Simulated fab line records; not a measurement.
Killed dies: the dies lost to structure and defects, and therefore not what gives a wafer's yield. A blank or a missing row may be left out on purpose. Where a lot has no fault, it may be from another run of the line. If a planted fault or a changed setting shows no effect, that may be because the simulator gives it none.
fab line records	flow nandHarc
record lots=6	wafers=18	lastDay=22
route steps=1159 shown A_ONON_D1@426 END@1159
lots that met no fault: from a run of the same line without faults
startH: hours from the record's first day to the start of the lot's first wafer shown	waitH: hours since the lot's step before	" the same as in the row above	L1.1+2: a row that stands for several wafers	- no value, or no start was given	* or withheld: withheld	< > ~ a bound
route shown NAME@n: NAME is a module with steps in the file, n the number in the route of the first one	usual: mean/standard deviation taken from wafers without a fault	same: alike in all rows	chamber/n: place in a boat	sites: the reading at each site	_std_site: their standard deviation	_edge_site: mean of outer sites minus mean of inner sites	radiusMm: for every site, how far away it sits from the centre of the wafer	mask NAME#n: copy n	behind: the most recent tool/chamber to have shaped the wafer	hold: why the lot was held/for how many hours/how that ended	device: the n, p or np transistor that did not switch	end of line: the same wafers' tests at the end of the route	a step given without rows: its recipe and nothing more	killed: not the wafer's yield, but the dies lost to structure and defects at the first sort	map: per-die view of a wafer (x killed, . not killed, _ where there is no die)
set.NAME: the run value of the setting; set.NAME@STEP: its run value at that earlier step	model.NAME: the simulator's own value behind a step, which no gauge read
lots at selected steps of the route; one table per step, one row per wafer
services: from which hour (startH, from the record's first day; less than 0 if before it) a tool's chamber was out of use, for how many hours, and why
## steps
# step NHARC_A_ONON_D1_DEP_03
# recipe targetThkA=10000	n2FlowSccm=2750	n2oFlowSccm=2000	nh3FlowSccm=500	sih4FlowSccm=210	tempC=400
# step NHARC_A_ONON_D1_THK_MEAS_05
# recipe thkMeasGauge=ellipsometry
# usual thkNm=1003/8.1
lot.wafer	tool	chamber	startH	waitH	thkNm
L516.2	filmMetro-02	-	164.51	-	997
L516.4	"	-	"	"	997
L516.6	"	-	"	"	997
L519.1	filmMetro-02	-	186.46	-	1011
L519.3	"	-	"	"	1013
L519.6	"	-	"	"	1011
L527.3	filmMetro-02	-	230.15	-	1011
L527.5	"	-	"	"	1012
L527.6	"	-	"	"	1011
L529.2	filmMetro-01	-	230.16	-	1002
L529.5	"	-	"	"	1003
L529.6	"	-	"	"	1003
L526.2	filmMetro-02	-	236.87	-	1012
L526.4	"	-	"	"	1014
L526.5	"	-	"	"	1013
L528.1	filmMetro-01	-	236.90	-	1018
L528.5	"	-	"	"	1017
L528.6	"	-	"	"	1017
# step NHARC_A_ONON_D1_DEP_06
# recipe targetThkA=10000	n2FlowSccm=2750	n2oFlowSccm=2000	nh3FlowSccm=500	sih4FlowSccm=210	tempC=400
# step NHARC_A_ONON_D1_THK_MEAS_08
# recipe thkMeasGauge=ellipsometry
# usual thkNm=1002/12
lot.wafer	tool	chamber	startH	waitH	thkNm
L516.2	filmMetro-02	-	165.08	-	987
L516.4	"	-	"	"	988
L516.6	"	-	"	"	989
L519.1	filmMetro-02	-	187.03	-	997
L519.3	"	-	"	"	998
L519.6	"	-	"	"	998
L527.3	filmMetro-02	-	230.72	-	1006
L527.5	"	-	"	"	1006
L527.6	"	-	"	"	1007
L529.2	filmMetro-02	-	230.72	-	1016
L529.5	"	-	"	"	1018
L529.6	"	-	"	"	1018
L526.2	filmMetro-01	-	237.44	-	999
L526.4	"	-	"	"	999
L526.5	"	-	"	"	1000
L528.1	filmMetro-01	-	237.47	-	1009
L528.5	"	-	"	"	1008
L528.6	"	-	"	"	1008
# step NHARC_A_ONON_D1_DEP_09
# recipe targetThkA=10000	n2FlowSccm=2750	n2oFlowSccm=2000	nh3FlowSccm=500	sih4FlowSccm=210	tempC=400
# step NHARC_A_ONON_D1_THK_MEAS_11
# recipe thkMeasGauge=ellipsometry
# usual thkNm=1002/10
lot.wafer	tool	chamber	startH	waitH	thkNm
L516.2	filmMetro-01	-	165.66	-	1002
L516.4	"	-	"	"	1005
L516.6	"	-	"	"	1002
L519.1	filmMetro-02	-	187.60	-	1013
L519.3	"	-	"	"	1013
L519.6	"	-	"	"	1014
L527.3	filmMetro-02	-	231.29	-	1005
L527.5	"	-	"	"	1008
L527.6	"	-	"	"	1004
L529.2	filmMetro-01	-	231.29	-	996
L529.5	"	-	"	"	996
L529.6	"	-	"	"	996
L526.2	filmMetro-01	-	238.00	-	991
L526.4	"	-	"	"	991
L526.5	"	-	"	"	991
L528.1	filmMetro-02	-	238.04	-	973
L528.5	"	-	"	"	972
L528.6	"	-	"	"	971
# step NHARC_A_ONON_D1_DEP_12
# recipe targetThkA=10000	n2FlowSccm=2750	n2oFlowSccm=2000	nh3FlowSccm=500	sih4FlowSccm=210	tempC=400
# step NHARC_A_ONON_D1_THK_MEAS_14
# recipe thkMeasGauge=ellipsometry
# usual thkNm=998/6.7
lot.wafer	tool	chamber	startH	waitH	thkNm
L516.2	filmMetro-02	-	166.24	-	994
L516.4	"	-	"	"	994
L516.6	"	-	"	"	993
L519.1	filmMetro-01	-	188.18	-	1013
L519.3	"	-	"	"	1014
L519.6	"	-	"	"	1014
L527.3	filmMetro-02	-	231.85	-	990
L527.5	"	-	"	"	991
L527.6	"	-	"	"	993
L529.2	filmMetro-02	-	231.86	-	995
L529.5	"	-	"	"	996
L529.6	"	-	"	"	993
L526.2	filmMetro-02	-	238.56	-	997
L526.4	"	-	"	"	998
L526.5	"	-	"	"	998
L528.1	filmMetro-01	-	238.60	-	1002
L528.5	"	-	"	"	1002
L528.6	"	-	"	"	1004
# step NHARC_A_ONON_D1_ANNEAL_15
# recipe tempC=750	timeS=3600
# step NHARC_A_ONON_D1_DEP_16
# recipe targetThkA=10000	n2FlowSccm=2750	n2oFlowSccm=2000	nh3FlowSccm=500	sih4FlowSccm=210	tempC=400
# step NHARC_A_ONON_D1_THK_MEAS_18
# recipe thkMeasGauge=ellipsometry
# usual thkNm=1003/9.6
lot.wafer	tool	chamber	startH	waitH	thkNm
L516.2	filmMetro-01	-	173.88	-	986
L516.4	"	-	"	"	987
L516.6	"	-	"	"	988
L519.1	filmMetro-01	-	196.07	-	1014
L519.3	"	-	"	"	1013
L519.6	"	-	"	"	1014
L527.3	filmMetro-01	-	238.95	-	1016
L527.5	"	-	"	"	1018
L527.6	"	-	"	"	1015
L529.2	filmMetro-02	-	238.96	-	999
L529.5	"	-	"	"	998
L529.6	"	-	"	"	998
L528.1	filmMetro-01	-	245.62	-	990
L528.5	"	-	"	"	993
L528.6	"	-	"	"	992
L526.2	filmMetro-02	-	245.62	-	995
L526.4	"	-	"	"	996
L526.5	"	-	"	"	994
# step NHARC_A_ONON_D1_DEP_19
# recipe targetThkA=10000	n2FlowSccm=2750	n2oFlowSccm=2000	nh3FlowSccm=500	sih4FlowSccm=210	tempC=400
# usual susceptorTempC=399.96/0.22
lot.wafer	tool	chamber	startH	waitH	susceptorTempC
L516.2	pecvdOnon-02	0	174.30	0.4	400.16
L516.4	"	0	"	"	400.11
L516.6	"	0	"	"	399.58
L519.1	pecvdOnon-03	0	196.13	0.1	400.43
L519.3	"	0	"	"	400.43
L519.6	"	0	"	"	400.33
L529.2	pecvdOnon-02	0	239.07	0.1	399.68
L529.5	"	0	"	"	399.72
L529.6	"	0	"	"	399.73
L527.3	pecvdOnon-03	0	239.12	0.2	399.97
L527.5	"	0	"	"	399.89
L527.6	"	0	"	"	400.08
L528.1	pecvdOnon-02	0	245.67	0.1	399.81
L528.5	"	0	"	"	400.03
L528.6	"	0	"	"	400.02
L526.2	pecvdOnon-03	0	245.73	0.1	399.78
L526.4	"	0	"	"	399.98
L526.5	"	0	"	"	399.93
# step NHARC_A_ONON_D1_THK_MEAS_21
# recipe thkMeasGauge=ellipsometry
# usual thkNm=1000/9.6
lot.wafer	tool	chamber	startH	waitH	thkNm
L516.2	filmMetro-01	-	174.75	-	1014
L516.4	"	-	"	"	1013
L516.6	"	-	"	"	1014
L519.1	filmMetro-01	-	196.64	-	991
L519.3	"	-	"	"	989
L519.6	"	-	"	"	991
L527.3	filmMetro-01	-	239.51	-	1638
L527.5	"	-	"	"	1638
L527.6	"	-	"	"	1638
L529.2	filmMetro-02	-	239.53	-	1000
L529.5	"	-	"	"	1000
L529.6	"	-	"	"	1001
L528.1	filmMetro-02	-	246.18	-	995
L528.5	"	-	"	"	998
L528.6	"	-	"	"	996
L526.2	filmMetro-01	-	246.21	-	1622
L526.4	"	-	"	"	1619
L526.5	"	-	"	"	1619
# step NHARC_A_ONON_D1_DEP_22
# recipe targetThkA=10000	n2FlowSccm=2750	n2oFlowSccm=2000	nh3FlowSccm=500	sih4FlowSccm=210	tempC=400
# step NHARC_END_SORT_01
# recipe tempC=25
# usual killedAtArray=26/10	killedAtOther=0.8/1.1	killedAtPeriphery=3.3/2.6	killedDies=30/11	killedOpen=3.4/1.8	killedShort=2.0/1.3
# same grossDies=677
lot.wafer	tool	chamber	startH	waitH	killedAtArray	killedAtOther	killedAtPeriphery	killedDies	killedOpen	killedShort
L516.2	prober-02	0	449.75	2.8	12	0	0	12	3	1
L516.4	prober-02	0	451.36	3.4	10	0	6	16	4	2
L516.6	prober-02	0	452.98	4.0	17	0	6	23	4	2
L527.3	prober-01	0	500.58	3.1	675	0	2	677	3	2
L527.5	prober-01	0	502.17	3.7	676	0	1	677	4	1
L527.6	prober-01	0	502.96	4.0	675	0	2	677	3	3
L528.5	prober-02	0	517.85	3.7	15	0	1	16	1	4
L528.6	prober-02	0	518.65	4.0	8	0	5	13	2	2
L526.2	prober-01	0	515.43	2.8	676	0	1	677	3	0
L526.4	prober-01	0	517.03	3.4	673	1	3	677	2	3
L526.5	prober-01	0	517.83	3.7	671	0	6	677	4	5
# killed by level:class
L516.2 A_STAIRCASE:chamberFilmFlake=4 A_CONTACT:geometricParticle:open=2 A_WL_FILL:geometricParticle:short=1 A_M0:geometricParticle:open=1 A_ZERO_WELL:chamberFilmFlake=1 A_CHANNEL_HOLE_D1:chamberFilmFlake=1 A_CHANNEL_FILL_D1:chamberFilmFlake=1 A_CONTACT:chamberFilmFlake=1
L516.4 A_CHANNEL_HOLE_D1:chamberFilmFlake=3 P_M0:geometricParticle:open=2 P_STI:chamberFilmFlake=2 A_CONTACT:chamberFilmFlake=2 P_CONTACT:geometricParticle:open=1 P_M0:geometricParticle:short=1 A_ONON_D1:geometricParticle:open=1 A_CHANNEL_FILL_D1:geometricParticle:short=1
L516.6 A_STAIRCASE:chamberFilmFlake=8 A_ZERO_WELL:chamberFilmFlake=5 P_M0:geometricParticle:open=2 P_STI:chamberFilmFlake=2 P_M0:geometricParticle:short=1 A_SOURCE_PLATE:geometricParticle:short=1 A_CONTACT:geometricParticle:open=1 A_M0:geometricParticle:open=1
L527.3 A_ONON_D1:areaDep=664 A_CHANNEL_HOLE_D1:chamberFilmFlake=4 A_CONTACT:chamberFilmFlake=3 A_CONTACT:geometricParticle:open=2 P_M1:geometricParticle:short=1 A_CONTACT:geometricParticle:short=1 A_BLC:geometricParticle:open=1 P_ZERO_WELL:chamberFilmFlake=1
L527.5 A_ONON_D1:areaDep=662 A_CHANNEL_HOLE_D1:chamberFilmFlake=8 P_M1:geometricParticle:open=1 A_WL_FILL:geometricParticle:short=1 A_WL_FILL:geometricParticle:open=1 A_BLC:geometricParticle:open=1 A_M1:geometricParticle:open=1 A_ZERO_WELL:chamberFilmFlake=1
L527.6 A_ONON_D1:areaDep=662 A_CHANNEL_HOLE_D1:chamberFilmFlake=4 A_CONTACT:chamberFilmFlake=3 P_CONTACT:geometricParticle:open=1 A_ONON_D1:geometricParticle:short=1 A_SGD_CUT:geometricParticle:open=1 A_CONTACT:geometricParticle:open=1 A_BLC:geometricParticle:short=1
L526.2 A_ONON_D1:areaDep=627 A_SLIT:chamberFilmFlake=19 A_CHANNEL_HOLE_D1:chamberFilmFlake=17 A_CONTACT:chamberFilmFlake=8 A_STAIRCASE:chamberFilmFlake=2 A_CONTACT:geometricParticle:open=1 A_BLC:geometricParticle:open=1 A_M1:geometricParticle:open=1
L526.4 A_ONON_D1:areaDep=644 A_SLIT:chamberFilmFlake=12 A_CHANNEL_HOLE_D1:chamberFilmFlake=7 A_STAIRCASE:chamberFilmFlake=4 A_CONTACT:chamberFilmFlake=3 P_CONTACT:geometricParticle:short=1 P_M1:geometricParticle:short=1 A_CONTACT:geometricParticle:open=1
L526.5 A_ONON_D1:areaDep=629 A_SLIT:chamberFilmFlake=17 A_CHANNEL_HOLE_D1:chamberFilmFlake=11 A_CONTACT:chamberFilmFlake=4 A_STAIRCASE:chamberFilmFlake=3 P_M0:geometricParticle:open=2 A_CHANNEL_FILL_D1:geometricParticle:open=2 A_WL_FILL:geometricParticle:short=2
L528.5 A_CHANNEL_HOLE_D1:chamberFilmFlake=8 P_STI:geometricParticle:short=1 A_ONON_D1:geometricParticle:short=1 A_SGD_CUT:geometricParticle:short=1 A_WL_FILL:geometricParticle:short=1 A_BLC:geometricParticle:open=1 A_CHANNEL_FILL_D1:chamberFilmFlake=1 A_STAIRCASE:chamberFilmFlake=1
L528.6 A_STAIRCASE:chamberFilmFlake=4 P_STI:chamberFilmFlake=3 P_CONTACT:geometricParticle:short=1 P_M1:geometricParticle:open=1 A_CHANNEL_FILL_D1:geometricParticle:short=1 A_BLC:geometricParticle:open=1 A_CHANNEL_HOLE_D1:chamberFilmFlake=1 A_CONTACT:chamberFilmFlake=1
# map L526.2 (x killed, . not)
____________x____________
_________xxxxxxx_________
_______xxxxxxxxxxx_______
______xxxxxxxxxxxxx______
_____xxxxxxxxxxxxxxx_____
____xxxxxxxxxxxxxxxxx____
____xxxxxxxxxxxxxxxxx____
___xxxxxxxxxxxxxxxxxxx___
___xxxxxxxxxxxxxxxxxxx___
__xxxxxxxxxxxxxxxxxxxxx__
__xxxxxxxxxxxxxxxxxxxxx__
_xxxxxxxxxxxxxxxxxxxxxxx_
_xxxxxxxxxxxxxxxxxxxxxxx_
_xxxxxxxxxxxxxxxxxxxxxxx_
_xxxxxxxxxxxxxxxxxxxxxxx_
_xxxxxxxxxxxxxxxxxxxxxxx_
xxxxxxxxxxxxxxxxxxxxxxxxx
xxxxxxxxxxxxxxxxxxxxxxxxx
xxxxxxxxxxxxxxxxxxxxxxxxx
xxxxxxxxxxxxxxxxxxxxxxxxx
xxxxxxxxxxxxxxxxxxxxxxxxx
_xxxxxxxxxxxxxxxxxxxxxxx_
_xxxxxxxxxxxxxxxxxxxxxxx_
_xxxxxxxxxxxxxxxxxxxxxxx_
_xxxxxxxxxxxxxxxxxxxxxxx_
_xxxxxxxxxxxxxxxxxxxxxxx_
__xxxxxxxxxxxxxxxxxxxxx__
__xxxxxxxxxxxxxxxxxxxxx__
___xxxxxxxxxxxxxxxxxxx___
___xxxxxxxxxxxxxxxxxxx___
____xxxxxxxxxxxxxxxxx____
____xxxxxxxxxxxxxxxxx____
_____xxxxxxxxxxxxxxx_____
______xxxxxxxxxxxxx______
_______xxxxxxxxxxx_______
_________xxxxxxx_________
____________x____________
# map L527.3 (x killed, . not)
____________x____________
_________xxxxxxx_________
_______xxxxxxxxxxx_______
______xxxxxxxxxxxxx______
_____xxxxxxxxxxxxxxx_____
____xxxxxxxxxxxxxxxxx____
____xxxxxxxxxxxxxxxxx____
___xxxxxxxxxxxxxxxxxxx___
___xxxxxxxxxxxxxxxxxxx___
__xxxxxxxxxxxxxxxxxxxxx__
__xxxxxxxxxxxxxxxxxxxxx__
_xxxxxxxxxxxxxxxxxxxxxxx_
_xxxxxxxxxxxxxxxxxxxxxxx_
_xxxxxxxxxxxxxxxxxxxxxxx_
_xxxxxxxxxxxxxxxxxxxxxxx_
_xxxxxxxxxxxxxxxxxxxxxxx_
xxxxxxxxxxxxxxxxxxxxxxxxx
xxxxxxxxxxxxxxxxxxxxxxxxx
xxxxxxxxxxxxxxxxxxxxxxxxx
xxxxxxxxxxxxxxxxxxxxxxxxx
xxxxxxxxxxxxxxxxxxxxxxxxx
_xxxxxxxxxxxxxxxxxxxxxxx_
_xxxxxxxxxxxxxxxxxxxxxxx_
_xxxxxxxxxxxxxxxxxxxxxxx_
_xxxxxxxxxxxxxxxxxxxxxxx_
_xxxxxxxxxxxxxxxxxxxxxxx_
__xxxxxxxxxxxxxxxxxxxxx__
__xxxxxxxxxxxxxxxxxxxxx__
___xxxxxxxxxxxxxxxxxxx___
___xxxxxxxxxxxxxxxxxxx___
____xxxxxxxxxxxxxxxxx____
____xxxxxxxxxxxxxxxxx____
_____xxxxxxxxxxxxxxx_____
______xxxxxxxxxxxxx______
_______xxxxxxxxxxx_______
_________xxxxxxx_________
____________x____________
## services
tool	chamber	startH	hours	kind
pecvdOnon-03	-	153.00	13.0	pm
## key
firstSign step=NHARC_A_ONON_D1_THK_MEAS_21	reading=thkNm	direction=up	sigmas=65	usual=1000	struck=1629
effect step=NHARC_END_SORT_01	reading=killedAtArray	direction=up	sigmas=62	usual=26	struck=674
moreKillsBornAt NHARC_A_ONON_D1_DEP_19@pecvdOnon-03=3888
metAt NHARC_A_ONON_D1_DEP_19
struckWafers L526.2,L526.4,L526.5,L527.3,L527.5,L527.6
laterRowsLeftOut L526.2,L526.4,L526.5,L527.3,L527.5,L527.6
testerLeftOut L526,L527
onsetBetween 196.13 239.12
fault kind=processParameterDrift	tool=pecvdOnon-03	chamber=0	onsetH=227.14	steps=NHARC_A_ONON_D1_DEP_19	channel=targetThkA	offset=*	shape=step	endH=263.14	actsIn=*	stated=*
# testerLeftOut: of these lots the tester's yield and bins aren't shown, on N5 and GAA mostly nor the transistor test; their killed dies are dies lost to structure and defects alone, not to doping, threshold or leakage, so they don't give the yield
# laterRowsLeftOut: the simulator's readings of these wafers behind a module that went badly wrong aren't trusted and aren't shown, but for the sort
